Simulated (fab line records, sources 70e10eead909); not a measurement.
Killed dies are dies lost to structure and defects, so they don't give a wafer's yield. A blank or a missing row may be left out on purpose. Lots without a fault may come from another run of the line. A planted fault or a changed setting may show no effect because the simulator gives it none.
Which tool did it? | flow nand_harc | 24 lots, 72 wafers sampled, at 5 steps of a route of 1302

WHAT THE GAUGES READ, wafer by wafer
NHARC_P_M2_THK_MEAS_24: measures by xrf.
lot  | measured     | on            | thk_nm (nm)
L074 | day 6 21:38  | film_metro-02 | 144.7 143.7 144.2
L075 | day 6 23:11  | film_metro-01 | 145.5 144.5 145.3
L076 | day 7 13:01  | film_metro-02 | 146.6 145.0 146.1
L077 | day 7 18:25  | film_metro-01 | 142.5 144.2 143.1
L078 | day 8 05:16  | film_metro-01 | 141.9 144.1 143.5
L079 | day 8 18:36  | film_metro-01 | 144.4 144.9 143.1
L080 | day 8 19:30  | film_metro-02 | 145.0 143.3 143.4
L081 | day 9 07:50  | film_metro-02 | 143.9 139.9 143.7
L082 | day 9 21:02  | film_metro-02 | 145.7 144.5 143.0
L083 | day 10 09:24 | film_metro-02 | 142.4 146.7 144.0
L084 | day 10 15:47 | film_metro-01 | 143.6 146.1 141.7
L085 | day 11 01:56 | film_metro-01 | 144.1 145.2 143.1
L086 | day 11 10:10 | film_metro-01 | 143.5 144.1 146.1
L087 | day 11 20:22 | film_metro-02 | 143.6 145.4 144.7
L088 | day 12 13:01 | film_metro-01 | 144.4 145.2 142.4
L089 | day 12 16:33 | film_metro-01 | 143.8 144.6 142.4
L090 | day 13 04:50 | film_metro-01 | 143.0 145.2 143.5
L091 | day 13 14:49 | film_metro-01 | 147.5 144.3 143.9
L092 | day 14 02:09 | film_metro-01 | 142.9 145.2 141.5
L093 | day 14 06:21 | film_metro-01 | 145.5 143.4 145.7
L094 | day 15 00:56 | film_metro-02 | 144.7 145.3 145.0
L095 | day 15 02:01 | film_metro-01 | 142.5 142.9 143.0
L096 | day 15 22:31 | film_metro-02 | 144.6 147.3 143.3
L097 | day 16 06:17 | film_metro-02 | 143.1 146.2 144.1

NHARC_A_ONON_D1_THK_MEAS_21: measures by ellipsometry.
lot  | measured     | on            | thk_nm (nm)
L074 | day 8 11:51  | film_metro-02 | 1006 1005 1005
L075 | day 8 11:51  | film_metro-01 | 1008 1007 1004
L076 | day 9 06:12  | film_metro-01 | 1006 1004 1005
L077 | day 9 06:12  | film_metro-02 | 1008 1008 1007
L078 | day 9 23:12  | film_metro-02 | 992 991 991
L079 | day 10 11:34 | film_metro-01 | 1008 1007 1007
L080 | day 10 11:34 | film_metro-02 | 998 996 998
L081 | day 11 08:30 | film_metro-01 | 987 987 990
L082 | day 11 14:05 | film_metro-01 | 1004 1006 1005
L083 | day 12 03:34 | film_metro-01 | 995 993 995
L084 | day 12 09:22 | film_metro-01 | 1027 1026 1027
L085 | day 12 20:38 | film_metro-01 | 1001 1002 1002
L086 | day 13 00:07 | film_metro-01 | 1002 1001 1001
L087 | day 13 11:10 | film_metro-02 | 1004 1006 1003
L088 | day 14 05:43 | film_metro-01 | 997 996 997
L089 | day 14 05:44 | film_metro-02 | 1013 1012 1013
L090 | day 14 21:25 | film_metro-02 | 1005 1006 1006
L091 | day 15 09:24 | film_metro-01 | 1010 1011 1009
L092 | day 15 18:32 | film_metro-01 | 1009 1009 1008
L093 | day 15 18:32 | film_metro-02 | 1010 1010 1009
L094 | day 16 17:16 | film_metro-01 | 1009 1009 1011
L095 | day 16 17:17 | film_metro-01 | 994 994 996
L096 | day 17 15:08 | film_metro-02 | 981 980 981
L097 | day 17 23:03 | film_metro-01 | 992 991 991

WHICH TOOL RAN EACH LOT (tool, then ch and the chambers of the sampled wafers, then the start)
lot  | NHARC_P_M2_PRE_CLEAN_30                 | NHARC_P_BONDPAD_CMP_19        | NHARC_A_ZERO_WELL_ETCH_19
L074 | pvd_sputter-02, day 6 21:38 or earlier  | cmp-03 ch 0,2,3, day 7 01:56  | rie_diel-11 ch 0,1, day 7 04:07
L075 | pvd_sputter-01, day 6 23:11 or earlier  | cmp-02 ch 1,2,3, day 7 03:49  | rie_diel-11 ch 0,3, day 7 05:53
L076 | pvd_sputter-01, day 7 13:01 or earlier  | cmp-01 ch 0,1,3, day 7 17:19  | rie_diel-05 ch 0,1,3, day 7 19:28
L077 | pvd_sputter-01, day 7 18:25 or earlier  | cmp-03 ch 0,2,3, day 7 22:41  | rie_diel-05 ch 1,2, day 8 00:35
L078 | pvd_sputter-02, day 8 05:16 or earlier  | cmp-02 ch 0,2, day 8 09:43    | rie_diel-05 ch 1,2, day 8 11:50
L079 | pvd_sputter-01, day 8 18:36 or earlier  | cmp-03 ch 0,2, day 8 22:53    | rie_diel-05 ch 0,2,3, day 9 00:50
L080 | pvd_sputter-01, day 8 19:30 or earlier  | cmp-03 ch 0,1, day 8 23:45    | rie_diel-06 ch 2,3, day 9 01:53
L081 | pvd_sputter-02, day 9 07:50 or earlier  | cmp-02 ch 0,3, day 9 12:03    | rie_diel-05 ch 0,1,2, day 9 14:10
L082 | pvd_sputter-03, day 9 21:02 or earlier  | cmp-02 ch 0,1, day 10 01:13   | rie_diel-05 ch 0,1, day 10 03:19
L083 | pvd_sputter-03, day 10 09:24 or earlier | cmp-01 ch 0,1,3, day 10 13:31 | rie_diel-11 ch 0,1,2, day 10 15:42
L084 | pvd_sputter-03, day 10 15:47 or earlier | cmp-01 ch 0,2,3, day 10 19:57 | rie_diel-11 ch 0,1,2, day 10 22:04
L085 | pvd_sputter-03, day 11 01:56 or earlier | cmp-01 ch 0,1, day 11 06:17   | rie_diel-11 ch 2,3, day 11 08:23
L086 | pvd_sputter-03, day 11 10:10 or earlier | cmp-02 ch 2,3, day 11 14:16   | rie_diel-05 ch 0,1, day 11 16:17
L087 | pvd_sputter-02, day 11 20:22 or earlier | cmp-02 ch 1,3, day 12 00:35   | rie_diel-05 ch 0,2,3, day 12 02:39
L088 | pvd_sputter-01, day 12 13:01 or earlier | cmp-02 ch 1,2, day 12 17:22   | rie_diel-05 ch 1,2, day 12 19:25
L089 | pvd_sputter-03, day 12 16:33 or earlier | cmp-03 ch 0,2,3, day 12 20:45 | rie_diel-05 ch 0,1,3, day 12 22:48
L090 | pvd_sputter-03, day 13 04:50 or earlier | cmp-03 ch 1,2,3, day 13 09:01 | rie_diel-05 ch 0,1,3, day 13 11:00
L091 | pvd_sputter-03, day 13 14:49 or earlier | cmp-02 ch 0,2,3, day 13 18:52 | rie_diel-11 ch 0,2,3, day 13 20:58
L092 | pvd_sputter-01, day 14 02:09 or earlier | cmp-03 ch 0,2,3, day 14 06:17 | rie_diel-05 ch 1,2,3, day 14 08:23
L093 | pvd_sputter-01, day 14 06:21 or earlier | cmp-01 ch 0,3, day 14 10:31   | rie_diel-05 ch 0,1,3, day 14 12:36
L094 | pvd_sputter-01, day 15 00:56 or earlier | cmp-02 ch 1,2,3, day 15 05:16 | rie_diel-05 ch 1,2,3, day 15 07:22
L095 | pvd_sputter-02, day 15 02:01 or earlier | cmp-01 ch 0,1,3, day 15 06:13 | rie_diel-11 ch 1,2,3, day 15 08:10
L096 | pvd_sputter-01, day 15 22:31 or earlier | cmp-03 ch 1,2,3, day 16 02:33 | rie_diel-05 ch 0,2,3, day 16 04:40
L097 | pvd_sputter-01, day 16 06:17 or earlier | cmp-01 ch 0,1, day 16 10:29   | rie_diel-11 ch 2,3, day 16 12:35
- NHARC_P_M2_PRE_CLEAN_30: time 30 s.
- NHARC_P_BONDPAD_CMP_19: polishes, t overpolish 30 s, cu recess touch 16 s, target thk 160.81 nm.
- NHARC_A_ZERO_WELL_ETCH_19: etches the open film in N2/H2, target depth 80 nm, overetch 24 nm, time 87.88 s.

WHAT THE TOOLS THEMSELVES READ (means of the sampled wafers that have a number; where no wafer has one, the mark that the record gives instead)
NHARC_P_M2_PRE_CLEAN_30.
lot  | tool           | heater_power_w (W)
L074 | pvd_sputter-02 | 414
L075 | pvd_sputter-01 | 404
L076 | pvd_sputter-01 | 395
L077 | pvd_sputter-01 | 423
L078 | pvd_sputter-02 | 409
L079 | pvd_sputter-01 | 458
L080 | pvd_sputter-01 | 423
L081 | pvd_sputter-02 | 385
L082 | pvd_sputter-03 | 427
L083 | pvd_sputter-03 | 429
L084 | pvd_sputter-03 | 417
L085 | pvd_sputter-03 | 431
L086 | pvd_sputter-03 | 450
L087 | pvd_sputter-02 | 388
L088 | pvd_sputter-01 | 419
L089 | pvd_sputter-03 | 446
L090 | pvd_sputter-03 | 422
L091 | pvd_sputter-03 | 424
L092 | pvd_sputter-01 | 414
L093 | pvd_sputter-01 | 370
L094 | pvd_sputter-01 | 406
L095 | pvd_sputter-02 | 396
L096 | pvd_sputter-01 | 394
L097 | pvd_sputter-01 | 380

NHARC_P_BONDPAD_CMP_19.
lot  | tool   | motor_current_A (A) | overpolish_run_s (s)
L074 | cmp-03 | 11.6                | 29.987
L075 | cmp-02 | 12.7                | 29.999
L076 | cmp-01 | 11.7                | 30.000
L077 | cmp-03 | 12.0                | 29.999
L078 | cmp-02 | 10.8                | 30.003
L079 | cmp-03 | 12.9                | 29.998
L080 | cmp-03 | 12.4                | 30.005
L081 | cmp-02 | 11.5                | 30.008
L082 | cmp-02 | 11.6                | 29.999
L083 | cmp-01 | 12.0                | 30.011
L084 | cmp-01 | 11.8                | 30.000
L085 | cmp-01 | 12.9                | 30.009
L086 | cmp-02 | 12.2                | 30.001
L087 | cmp-02 | 13.3                | 29.996
L088 | cmp-02 | 12.4                | 30.005
L089 | cmp-03 | 11.7                | 30.001
L090 | cmp-03 | 10.9                | 30.000
L091 | cmp-02 | 11.6                | 29.999
L092 | cmp-03 | 11.9                | 29.998
L093 | cmp-01 | 12.7                | 29.990
L094 | cmp-02 | 12.8                | 30.001
L095 | cmp-01 | 11.8                | 30.003
L096 | cmp-03 | 10.7                | 30.001
L097 | cmp-01 | 12.3                | 30.004

NHARC_A_ZERO_WELL_ETCH_19.
lot  | tool        | drypump_motor_current_A (A) | oes_product_au (a.u.) | rf_vpp_V (V) | showerhead_plenum_p_Torr (Torr) | throttle_valve_pct (%)
L074 | rie_diel-11 | 5.9                         | 0.996                 | 429.0        | 2.00                            | 14.169
L075 | rie_diel-11 | 6.1                         | 1.016                 | 428.8        | 1.97                            | 14.167
L076 | rie_diel-05 | 6.0                         | 1.001                 | 432.2        | 2.12                            | 14.165
L077 | rie_diel-05 | 5.3                         | 1.009                 | 430.8        | 2.02                            | 14.179
L078 | rie_diel-05 | 5.3                         | 1.006                 | 430.3        | 2.02                            | 14.183
L079 | rie_diel-05 | 5.8                         | 0.996                 | 431.0        | 2.06                            | 14.162
L080 | rie_diel-06 | 6.1                         | 0.987                 | 430.5        | 2.03                            | 14.167
L081 | rie_diel-05 | 5.5                         | 0.999                 | 431.2        | 2.09                            | 14.172
L082 | rie_diel-05 | 5.8                         | 1.002                 | 433.8        | 2.15                            | 14.185
L083 | rie_diel-11 | 5.8                         | 1.002                 | 429.2        | 1.97                            | 14.170
L084 | rie_diel-11 | 5.8                         | 1.000                 | 428.5        | 1.97                            | 14.179
L085 | rie_diel-11 | 5.9                         | 1.009                 | 429.3        | 1.98                            | 14.179
L086 | rie_diel-05 | 5.7                         | 1.002                 | 433.9        | 2.16                            | 14.166
L087 | rie_diel-05 | 5.8                         | 1.005                 | 431.7        | 2.06                            | 14.171
L088 | rie_diel-05 | 5.6                         | 1.005                 | 431.5        | 2.08                            | 14.173
L089 | rie_diel-05 | 6.0                         | 0.998                 | 432.0        | 2.12                            | 14.179
L090 | rie_diel-05 | 6.0                         | 0.993                 | 432.2        | 2.12                            | 14.171
L091 | rie_diel-11 | 5.9                         | 1.003                 | 427.4        | 1.96                            | 14.177
L092 | rie_diel-05 | 5.8                         | 0.998                 | 430.9        | 2.05                            | 14.180
L093 | rie_diel-05 | 6.0                         | 0.999                 | 432.3        | 2.12                            | 14.174
L094 | rie_diel-05 | 5.8                         | 0.995                 | 430.6        | 2.05                            | 14.162
L095 | rie_diel-11 | 5.9                         | 1.004                 | 428.4        | 1.99                            | 14.172
L096 | rie_diel-05 | 5.8                         | 0.995                 | 431.1        | 2.06                            | 14.176
L097 | rie_diel-11 | 5.9                         | 1.009                 | 429.3        | 1.97                            | 14.168

THE ANSWER, worked out from the rows above alone
Rule: what is usual is taken from the lots themselves. Put in order of their means at a reading, lots are off if they are a third of the lots or fewer, leave a main group of 4 or more, and stand apart from it by a gap of 3 or more times the standard deviation of the main group's means; of several such gaps the widest counts. A main group whose means are all the same, to the digits that the tables above print for the reading, isn't used. A lot without any number at a reading at which 4 lots or more have one is off too. The other lots that the step has rows for count as sound. The gauges are gone through in route order, then the tools' own readings, and for those a lot's mean is taken as printed above. The first step at which some lot is off is used, and at that step the reading that is off furthest; a lot without a number counts as furthest.
No lot is off at any reading shown: from this, nothing can be told.

WHAT THE SIMULATOR HAD PUT IN
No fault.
